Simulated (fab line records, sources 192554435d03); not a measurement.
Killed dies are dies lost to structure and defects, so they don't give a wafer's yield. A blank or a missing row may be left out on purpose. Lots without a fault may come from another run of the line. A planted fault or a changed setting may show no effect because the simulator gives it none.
Which tool did it? | flow n5_finfet | 24 lots, 72 wafers sampled, at 6 steps of a route of 1938

WHAT THE GAUGES READ, wafer by wafer
N5_BEOL_M0_RS_MEAS_126: measures by four-point-probe. Usual: M0_RS 0.536 ohm/sq, standard deviation 0.015.
lot  | measured     | on            | M0_RS (ohm/sq)    | flag
L074 | day 6 04:02  | film_metro-01 | 0.548 0.516 0.524 |
L075 | day 6 09:23  | film_metro-01 | 0.543 0.538 0.514 |
L076 | day 6 10:21  | film_metro-01 | 0.528 0.516 0.528 |
L077 | day 6 16:58  | film_metro-01 | 0.539 0.520 0.523 |
L078 | day 6 22:35  | film_metro-02 | 0.551 0.535 0.535 |
L079 | day 7 03:17  | film_metro-02 | 0.545 0.541 0.520 |
L080 | day 7 12:51  | film_metro-01 | 0.551 0.536 0.534 |
L081 | day 7 18:46  | film_metro-01 | 0.560 0.541 0.566 |
L082 | day 7 21:00  | film_metro-02 | 0.567 0.530 0.559 |
L083 | day 8 07:46  | film_metro-01 | 0.557 0.531 0.522 |
L084 | day 8 14:13  | film_metro-01 | 0.539 0.521 0.533 |
L085 | day 9 03:04  | film_metro-02 | 0.536 0.546 0.553 |
L086 | day 9 03:31  | film_metro-02 | 0.545 0.543 0.520 |
L087 | day 9 12:01  | film_metro-01 | 0.554 0.550 0.561 |
L088 | day 9 12:01  | film_metro-02 | 0.561 0.548 0.537 |
L089 | day 9 14:05  | film_metro-01 | 0.537 0.525 0.515 |
L090 | day 10 05:56 | film_metro-01 | 0.533 0.551 0.521 |
L092 | day 10 15:26 | film_metro-02 | 0.534 0.546 0.534 |
L093 | day 10 19:54 | film_metro-02 | 0.557 0.535 0.545 |
L094 | day 10 21:04 | film_metro-01 | 0.521 0.532 0.516 |
L095 | day 11 02:01 | film_metro-01 | 0.551 0.543 0.543 |
L096 | day 11 14:38 | film_metro-01 | 0.529 0.525 0.549 |
L097 | day 11 19:17 | film_metro-02 | 0.527 0.505 0.501 |
L091 | day 11 21:41 | film_metro-01 | 0.532 0.542 0.515 |

N5_BEOL_M1_THK_MEAS_01. Usual: M1_ILD_THK 79.4 nm, standard deviation 1.
lot  | measured     | on            | M1_ILD_THK (nm) | flag
L074 | day 6 04:10  | film_metro-01 | 79.5 78.1 80.5  |
L075 | day 6 09:32  | film_metro-01 | 79.9 78.8 80.3  |
L076 | day 6 10:29  | film_metro-02 | 80.1 79.7 80.3  |
L077 | day 6 17:05  | film_metro-01 | 78.5 79.9 80.2  |
L078 | day 6 22:43  | film_metro-02 | 79.1 78.1 80.2  |
L079 | day 7 03:25  | film_metro-01 | 81.4 79.4 81.3  |
L080 | day 7 12:59  | film_metro-02 | 77.6 80.6 78.8  |
L081 | day 7 18:53  | film_metro-01 | 78.9 78.9 81.2  |
L082 | day 7 21:08  | film_metro-01 | 78.3 79.7 79.6  |
L083 | day 8 07:53  | film_metro-01 | 78.6 79.6 79.4  |
L084 | day 8 14:20  | film_metro-01 | 79.7 80.9 80.2  |
L085 | day 9 03:12  | film_metro-02 | 79.2 79.4 81.1  |
L086 | day 9 03:38  | film_metro-01 | 77.7 79.1 79.9  |
L087 | day 9 12:08  | film_metro-02 | 77.3 79.4 79.9  |
L088 | day 9 12:09  | film_metro-02 | 79.4 79.0 79.5  |
L089 | day 9 14:13  | film_metro-02 | 79.0 79.9 79.7  |
L090 | day 10 06:04 | film_metro-01 | 78.0 79.0 81.0  |
L092 | day 10 15:34 | film_metro-01 | 78.8 80.3 81.3  |
L093 | day 10 20:03 | film_metro-01 | 79.5 79.4 80.2  |
L094 | day 10 21:14 | film_metro-02 | 79.0 78.2 79.1  |
L095 | day 11 02:09 | film_metro-01 | 78.4 79.8 79.8  |
L096 | day 11 14:46 | film_metro-02 | 78.1 79.8 79.4  |
L097 | day 11 19:25 | film_metro-02 | 77.1 79.8 78.4  |
L091 | day 11 21:49 | film_metro-01 | 78.0 80.7 79.7  |

N5_BEOL_M1_CD_MEAS_11: target cd 17.05 nm. Usual: cd_nm 16.99 nm, standard deviation 0.23.
lot  | measured     | on        | cd_nm (nm)        | flag
L074 | day 6 05:57  | cd_sem-03 | 17.02 16.80 16.66 |
L075 | day 6 12:21  | cd_sem-02 | 16.84 16.89 16.90 |
L076 | day 6 12:56  | cd_sem-02 | 16.94 17.06 16.64 |
L077 | day 6 18:25  | cd_sem-01 | 16.83 16.90 17.08 |
L078 | day 7 01:13  | cd_sem-02 | 16.92 16.95 16.98 |
L079 | day 7 05:56  | cd_sem-02 | 17.26 17.35 17.12 |
L080 | day 7 14:06  | cd_sem-02 | 17.17 17.09 16.83 |
L081 | day 7 20:36  | cd_sem-02 | 17.07 16.77 17.10 |
L082 | day 7 22:23  | cd_sem-01 | 17.20 17.24 17.24 |
L083 | day 8 10:20  | cd_sem-02 | 17.02 16.66 17.03 |
L084 | day 8 15:27  | cd_sem-03 | 16.88 17.12 16.97 |
L085 | day 9 06:13  | cd_sem-02 | 17.06 16.49 16.55 |
L086 | day 9 06:23  | cd_sem-01 | 17.22 16.67 17.16 |
L087 | day 9 13:53  | cd_sem-02 | 17.34 17.11 16.91 |
L088 | day 9 13:56  | cd_sem-01 | 17.00 17.16 16.91 |
L089 | day 9 15:40  | cd_sem-02 | 16.87 17.39 17.25 |
L090 | day 10 07:29 | cd_sem-03 | 17.14 17.00 16.82 |
L092 | day 10 17:05 | cd_sem-02 | 16.93 16.78 17.18 |
L093 | day 10 20:51 | cd_sem-03 | 17.07 17.02 17.59 |
L094 | day 10 23:28 | cd_sem-01 | 16.79 17.20 16.89 |
L095 | day 11 03:15 | cd_sem-02 | 16.76 17.04 17.12 |
L096 | day 11 15:38 | cd_sem-02 | 16.91 16.63 16.95 |
L097 | day 11 20:08 | cd_sem-01 | 16.88 16.90 17.20 |
L091 | day 11 23:32 | cd_sem-02 | 16.70 17.04 17.02 |

WHICH TOOL RAN EACH LOT (tool, then ch and the chambers of the sampled wafers, then the start)
lot  | N5_BEOL_M0_CUTY_DESCUM_61          | N5_BEOL_M0_HM_OPEN_105            | N5_BEOL_M0_CMP_120
L074 | rie_diel-04 ch 0,2,3, day 5 22:11  | rie_metal-02 ch 0,1, day 6 00:13  | cmp-02 ch 0,1,2, day 6 03:28
L075 | rie_diel-02 ch 1,2, day 6 02:32    | rie_metal-01 ch 1, day 6 05:42    | cmp-04 ch 0,1,2, day 6 08:54
L076 | rie_diel-04 ch 0,1,2, day 6 04:50  | rie_metal-01 ch 1, day 6 06:01    | cmp-04 ch 1,2,3, day 6 09:43
L077 | rie_diel-01 ch 0,3, day 6 11:51    | rie_metal-01 ch 1, day 6 12:19    | cmp-01 ch 2,3, day 6 16:19
L078 | rie_diel-02 ch 0,2, day 6 15:38    | rie_metal-01 ch 1, day 6 17:23    | cmp-04 ch 0,2,3, day 6 22:05
L079 | rie_diel-01 ch 1,2,3, day 6 23:08  | rie_metal-03 ch 0,1, day 7 00:17  | cmp-01 ch 0,1,2, day 7 02:44
L080 | rie_diel-02 ch 0,3, day 7 07:39    | rie_metal-01 ch 1, day 7 09:02    | cmp-01 ch 1,2, day 7 12:18
L081 | rie_diel-01 ch 0,1,3, day 7 14:24  | rie_metal-01 ch 0,1, day 7 15:15  | cmp-02 ch 0,2,3, day 7 18:12
L082 | rie_diel-02 ch 0,3, day 7 17:17    | rie_metal-03 ch 1, day 7 17:35    | cmp-02 ch 0,2, day 7 20:26
L083 | rie_diel-04 ch 1,2,3, day 8 02:34  | rie_metal-01 ch 0, day 8 02:57    | cmp-02 ch 0,1,2, day 8 07:12
L084 | rie_diel-04 ch 0,1, day 8 07:56    | rie_metal-03 ch 0,1, day 8 09:52  | cmp-02 ch 2,3, day 8 13:39
L085 | rie_diel-04 ch 0,2, day 8 16:25    | rie_metal-01 ch 0,1, day 8 20:47  | cmp-01 ch 0,1,3, day 9 02:31
L086 | rie_diel-04 ch 0,1, day 8 19:32    | rie_metal-02 ch 0,1, day 8 20:49  | cmp-04 ch 0,2,3, day 9 02:59
L087 | rie_diel-04 ch 1,2, day 9 03:46    | rie_metal-02 ch 0, day 9 07:23    | cmp-02 ch 0,3, day 9 11:26
L088 | rie_diel-01 ch 1,2,3, day 9 08:31  | rie_metal-03 ch 0,1, day 9 08:49  | cmp-01 ch 0,1,2, day 9 11:32
L089 | rie_diel-04 ch 1, day 9 09:07      | rie_metal-01 ch 0,1, day 9 09:35  | cmp-01 ch 1,2,3, day 9 13:31
L090 | rie_diel-02 ch 2,3, day 9 20:49    | rie_metal-03 ch 0, day 10 01:13   | cmp-02 ch 1,2,3, day 10 05:23
L092 | rie_diel-04 ch 1,3, day 10 07:35   | rie_metal-02 ch 0, day 10 09:27   | cmp-02 ch 0,1, day 10 14:41
L093 | rie_diel-01 ch 0,1,3, day 10 14:36 | rie_metal-01 ch 0,1, day 10 15:55 | cmp-02 ch 2,3, day 10 19:23
L094 | rie_diel-02 ch 0,1,2, day 10 16:42 | rie_metal-03 ch 0,1, day 10 17:25 | cmp-02 ch 1,2,3, day 10 20:35
L095 | rie_diel-04 ch 0,2,3, day 10 21:34 | rie_metal-03 ch 0,1, day 10 22:04 | cmp-02 ch 0,3, day 11 01:28
L096 | rie_diel-01 ch 1,2, day 11 07:59   | rie_metal-02 ch 0,1, day 11 09:17 | cmp-04 ch 1,3, day 11 14:04
L097 | rie_diel-04 ch 0,3, day 11 12:11   | rie_metal-01 ch 0,1, day 11 13:42 | cmp-02 ch 1,2,3, day 11 18:47
L091 | rie_diel-04 ch 0,2,3, day 11 15:01 | rie_metal-01 ch 0,1, day 11 17:48 | cmp-02 ch 0,2,3, day 11 21:10
- N5_BEOL_M0_CUTY_DESCUM_61: chemistry O2, time 7.9 s.
- N5_BEOL_M0_HM_OPEN_105: chemistry Cl2/BCl3, target TiN, target depth 12 nm.
- N5_BEOL_M0_CMP_120: polishes, stops on SiOC, t overpolish 6.9 s.

WHAT THE TOOLS THEMSELVES READ (means of the sampled wafers that have a number; where no wafer has one, the mark that the record gives instead)
N5_BEOL_M0_CUTY_DESCUM_61. Usual: drypump_motor_current_A 5.8 A, standard deviation 0.41; oes_product_au 0.78 a.u., standard deviation 0.072; rf_vpp_V 243.3 V, standard deviation 1; showerhead_plenum_p_Torr 2.10 Torr, standard deviation 0.049; throttle_valve_pct 20.45 %, standard deviation 0.23.
lot  | tool        | drypump_motor_current_A (A) | oes_product_au (a.u.) | rf_vpp_V (V) | showerhead_plenum_p_Torr (Torr) | throttle_valve_pct (%) | flag
L074 | rie_diel-04 | 5.6                         | 0.75                  | 244.0        | 2.11                            | 20.39                  |
L075 | rie_diel-02 | 6.3                         | 0.77                  | 243.9        | 2.16                            | 20.73                  |
L076 | rie_diel-04 | 5.6                         | 0.79                  | 244.2        | 2.10                            | 20.27                  |
L077 | rie_diel-01 | 6.2                         | 0.75                  | 243.1        | 2.05                            | 20.35                  |
L078 | rie_diel-02 | 6.3                         | 0.87                  | 244.2        | 2.16                            | 20.49                  |
L079 | rie_diel-01 | 6.2                         | 0.79                  | 243.4        | 2.11                            | 20.66                  |
L080 | rie_diel-02 | 5.5                         | 0.79                  | 243.0        | 2.11                            | 20.34                  |
L081 | rie_diel-01 | 6.3                         | 0.77                  | 242.9        | 2.10                            | 20.53                  |
L082 | rie_diel-02 | 5.8                         | 0.84                  | 243.8        | 2.13                            | 20.34                  |
L083 | rie_diel-04 | 5.7                         | 0.77                  | 243.4        | 2.12                            | 20.47                  |
L084 | rie_diel-04 | 5.4                         | 0.75                  | 242.6        | 2.07                            | 20.41                  |
L085 | rie_diel-04 | 5.5                         | 0.73                  | 242.9        | 2.07                            | 20.28                  |
L086 | rie_diel-04 | 5.4                         | 0.74                  | 243.9        | 2.07                            | 20.43                  |
L087 | rie_diel-04 | 5.7                         | 0.80                  | 243.1        | 2.10                            | 20.38                  |
L088 | rie_diel-01 | 6.1                         | 0.77                  | 242.8        | 2.10                            | 20.70                  |
L089 | rie_diel-04 | 5.5                         | 0.81                  | 243.8        | 2.10                            | 20.54                  |
L090 | rie_diel-02 | 5.7                         | 0.71                  | 243.2        | 2.12                            | 20.52                  |
L092 | rie_diel-04 | 5.6                         | 0.93                  | 244.5        | 2.13                            | 20.57                  |
L093 | rie_diel-01 | 6.2                         | 0.74                  | 243.7        | 2.09                            | 20.58                  |
L094 | rie_diel-02 | 6.2                         | 0.79                  | 243.6        | 2.14                            | 20.62                  |
L095 | rie_diel-04 | 5.6                         | 0.81                  | 243.4        | 2.10                            | 20.35                  |
L096 | rie_diel-01 | 6.0                         | 0.79                  | 243.1        | 2.09                            | 20.71                  |
L097 | rie_diel-04 | 5.5                         | 0.86                  | 244.5        | 2.12                            | 20.53                  |
L091 | rie_diel-04 | 5.6                         | 0.80                  | 243.1        | 2.10                            | 20.37                  |

N5_BEOL_M0_HM_OPEN_105. Usual: drypump_motor_current_A 5.6 A, standard deviation 0.4; mfc_cl2_sccm 53.24 sccm, standard deviation 0.18; oes_ar_750_au 0.71 a.u., standard deviation 0.067; oes_product_au 0.71 a.u., standard deviation 0.069; throttle_valve_pct 21.8 %, standard deviation 0.36.
lot  | tool         | drypump_motor_current_A (A) | mfc_cl2_sccm (sccm) | oes_ar_750_au (a.u.) | oes_product_au (a.u.) | throttle_valve_pct (%) | flag
L074 | rie_metal-02 | 5.6                         | 53.15               | 0.70                 | 0.70                  | 21.7                   |
L075 | rie_metal-01 | 5.6                         | 53.41               | 0.75                 | 0.76                  | 21.5                   |
L076 | rie_metal-01 | 5.7                         | 53.28               | 0.75                 | 0.76                  | 21.5                   |
L077 | rie_metal-01 | 5.7                         | 53.48               | 0.74                 | 0.76                  | 21.5                   |
L078 | rie_metal-01 | 5.7                         | 53.21               | 0.75                 | 0.77                  | 21.5                   |
L079 | rie_metal-03 | 5.5                         | 53.09               | 0.68                 | 0.69                  | 22.1                   |
L080 | rie_metal-01 | 5.7                         | 53.27               | 0.74                 | 0.75                  | 21.5                   |
L081 | rie_metal-01 | 5.7                         | 53.36               | 0.72                 | 0.73                  | 21.8                   |
L082 | rie_metal-03 | 4.9                         | 53.24               | 0.83                 | 0.84                  | 21.8                   |
L083 | rie_metal-01 | 5.7                         | 53.34               | 0.67                 | 0.69                  | 22.5                   |
L084 | rie_metal-03 | 5.2                         | 53.24               | 0.74                 | 0.75                  | 21.9                   |
L085 | rie_metal-01 | 5.7                         | 53.20               | 0.71                 | 0.72                  | 21.8                   |
L086 | rie_metal-02 | 5.6                         | 53.01               | 0.69                 | 0.69                  | 21.7                   |
L087 | rie_metal-02 | 5.2                         | 53.23               | 0.68                 | 0.69                  | 21.7                   |
L088 | rie_metal-03 | 5.5                         | 53.21               | 0.66                 | 0.68                  | 22.1                   |
L089 | rie_metal-01 | 5.7                         | 53.41               | 0.69                 | 0.70                  | 22.2                   |
L090 | rie_metal-03 | 5.8                         | 53.12               | 0.59                 | 0.60                  | 22.2                   |
L092 | rie_metal-02 | 5.1                         | 53.11               | 0.67                 | 0.67                  | 21.7                   |
L093 | rie_metal-01 | 5.7                         | 53.23               | 0.68                 | 0.69                  | 22.2                   |
L094 | rie_metal-03 | 5.2                         | 53.03               | 0.73                 | 0.74                  | 21.9                   |
L095 | rie_metal-03 | 5.2                         | 53.37               | 0.72                 | 0.75                  | 21.9                   |
L096 | rie_metal-02 | 6.1                         | 53.18               | 0.69                 | 0.67                  | 21.6                   |
L097 | rie_metal-01 | 5.7                         | 53.03               | 0.67                 | 0.69                  | 22.2                   |
L091 | rie_metal-01 | 5.7                         | 53.28               | 0.69                 | 0.70                  | 21.9                   |

N5_BEOL_M0_CMP_120. Usual: barrier_field_endpoint_s 3.61 s, standard deviation 0.11; motor_current_A 6.2 A, standard deviation 0.63; overpolish_run_s 6.900 s, standard deviation 0.0091; slurry_filter_dp_kPa 13.51 kPa, standard deviation 0.13; time_to_endpoint_s 61 s, standard deviation 3.1.
lot  | tool   | barrier_field_endpoint_s (s) | motor_current_A (A) | overpolish_run_s (s) | slurry_filter_dp_kPa (kPa) | time_to_endpoint_s (s) | flag
L074 | cmp-02 | 3.75                         | 6.1                 | 6.897                | 13.36                      | 62                     |
L075 | cmp-04 | 3.60                         | 6.4                 | 6.897                | 13.58                      | 63                     |
L076 | cmp-04 | 3.68                         | 6.1                 | 6.911                | 13.40                      | 61                     |
L077 | cmp-01 | 3.78                         | 6.7                 | 6.894                | 13.47                      | 62                     |
L078 | cmp-04 | 3.64                         | 6.3                 | 6.906                | 13.58                      | 62                     |
L079 | cmp-01 | 3.64                         | 6.3                 | 6.902                | 13.42                      | 62                     |
L080 | cmp-01 | 3.53                         | 5.9                 | 6.895                | 13.49                      | 60                     |
L081 | cmp-02 | 3.45                         | 5.9                 | 6.901                | 13.52                      | 59                     |
L082 | cmp-02 | 3.69                         | 6.0                 | 6.905                | 13.41                      | 55                     |
L083 | cmp-02 | 3.65                         | 6.1                 | 6.892                | 13.52                      | 60                     |
L084 | cmp-02 | 3.63                         | 6.0                 | 6.908                | 13.48                      | 61                     |
L085 | cmp-01 | 3.58                         | 6.1                 | 6.909                | 13.49                      | 62                     |
L086 | cmp-04 | 3.65                         | 6.4                 | 6.896                | 13.63                      | 63                     |
L087 | cmp-02 | 3.52                         | 5.8                 | 6.894                | 13.45                      | 59                     |
L088 | cmp-01 | 3.57                         | 6.4                 | 6.910                | 13.51                      | 62                     |
L089 | cmp-01 | 3.49                         | 5.9                 | 6.894                | 13.52                      | 66                     |
L090 | cmp-02 | 3.62                         | 6.4                 | 6.902                | 13.48                      | 59                     |
L092 | cmp-02 | 3.46                         | 6.1                 | 6.893                | 13.42                      | 57                     |
L093 | cmp-02 | 3.68                         | 6.0                 | 6.905                | 13.49                      | 61                     |
L094 | cmp-02 | 3.62                         | 6.1                 | 6.898                | 13.57                      | 62                     |
L095 | cmp-02 | 3.71                         | 6.1                 | 6.891                | 13.48                      | 62                     |
L096 | cmp-04 | 3.56                         | 5.7                 | 6.901                | 13.58                      | 61                     |
L097 | cmp-02 | 3.62                         | 6.1                 | 6.891                | 13.58                      | 61                     |
L091 | cmp-02 | 3.57                         | 6.0                 | 6.894                | 13.53                      | 63                     |

THE ANSWER, worked out from the rows above alone
Rule: a lot is off if the mean of its wafers that have a number lies more than 3 standard deviations from the usual mean. A lot without any number at a reading at which 4 lots or more have one is off too. The other lots that the step has rows for count as sound. The gauges are gone through in route order, then the tools' own readings, and for those a lot's mean is taken as printed above. The first step at which some lot is off is used, and at that step the reading that is off furthest; a lot without a number counts as furthest.
No lot is off at any reading shown: from this, nothing can be told.

WHAT THE SIMULATOR HAD PUT IN
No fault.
